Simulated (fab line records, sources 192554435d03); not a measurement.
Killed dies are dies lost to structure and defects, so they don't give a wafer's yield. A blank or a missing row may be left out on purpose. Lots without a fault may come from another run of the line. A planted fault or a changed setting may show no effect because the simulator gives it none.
Chamber matching | flow n5_finfet | N5_BEOL_M7_ETCH_65 on rie_diel-04: 4 sister chambers
The step etches SiARC in CF4, target depth 15.6 nm, time 26 s. 18 wafers are shown with their chamber, then 9 later ones without.

WAFERS WITH THEIR CHAMBER
wafer  | chamber | showerhead_plenum_p_Torr (Torr) | drypump_motor_current_A (A) | oes_product_au (a.u.)
L076.3 | 2       | 2.05                            | 5.7                         | 0.61
L076.4 | 3       | 2.07                            | 6.7                         | 0.68
L076.6 | 3       | 2.07                            | 6.6                         | 0.68
L080.2 | 2       | 2.05                            | 5.7                         | 0.61
L080.3 | 0       | 2.22                            | 6.1                         | 0.60
L080.6 | 3       | 2.07                            | 6.7                         | 0.68
L083.1 | 0       | 2.21                            | 6.1                         | 0.60
L083.3 | 3       | 2.07                            | 6.7                         | 0.68
L083.4 | 2       | 2.05                            | 5.7                         | 0.60
L085.1 | 1       | 2.17                            | 5.0                         | 0.74
L085.2 | 2       | 2.05                            | 5.7                         | 0.60
L085.3 | 3       | 2.07                            | 6.6                         | 0.67
L085.4 | 0       | 2.21                            | 6.1                         | 0.60
L085.5 | 1       | 2.17                            | 5.0                         | 0.74
L085.6 | 0       | 2.21                            | 6.1                         | 0.60
L087.1 | 1       | 2.17                            | 5.0                         | 0.73
L087.5 | 1       | 2.17                            | 5.0                         | 0.72
L087.6 | 0       | 2.21                            | 6.1                         | 0.59

SIGNATURES (means of the wafers above)
reading                  | chamber 0 | chamber 1 | chamber 2 | chamber 3 | scatter within a chamber
showerhead_plenum_p_Torr | 2.2120    | 2.1700    | 2.0500    | 2.0700    | 0.00239
drypump_motor_current_A  | 6.100     | 5.000     | 5.700     | 6.660     | 0.0293
oes_product_au           | 0.5980    | 0.7325    | 0.6050    | 0.6780    | 0.00618
Rule: a wafer's distance from a chamber is the root of the sum, over the readings, of the square of ((its reading less the chamber's mean) divided by the reading's scatter). The wafer belongs to the nearest chamber; if the next one is less than 2 further off, it can't be placed. The scatter: the root of (the sum of the squares of (reading less its chamber's mean) over the shown wafers, divided by (wafers less chambers)).

WAFERS WITHOUT THEIR CHAMBER
wafer  | showerhead_plenum_p_Torr (Torr) | drypump_motor_current_A (A) | oes_product_au (a.u.)
L089.2 | 2.04                            | 5.7                         | 0.59
L089.5 | 2.06                            | 6.6                         | 0.66
L089.6 | 2.04                            | 5.7                         | 0.60
L090.2 | 2.21                            | 6.1                         | 0.59
L090.3 | 2.06                            | 6.7                         | 0.67
L090.5 | 2.21                            | 6.1                         | 0.60
L093.2 | 2.06                            | 6.7                         | 0.66
L093.3 | 2.21                            | 6.1                         | 0.59
L093.6 | 2.06                            | 6.7                         | 0.66

WHICH CHAMBER EACH WENT THROUGH
wafer  | from the rows above | in truth
L089.2 | 2                   | 2
L089.5 | 3                   | 3
L089.6 | 2                   | 2
L090.2 | 0                   | 0
L090.3 | 3                   | 3
L090.5 | 0                   | 0
L093.2 | 3                   | 3
L093.3 | 0                   | 0
L093.6 | 3                   | 3
Placed correctly: 9 of 9. Can't be placed from these rows: 0. Placed wrongly: 0.
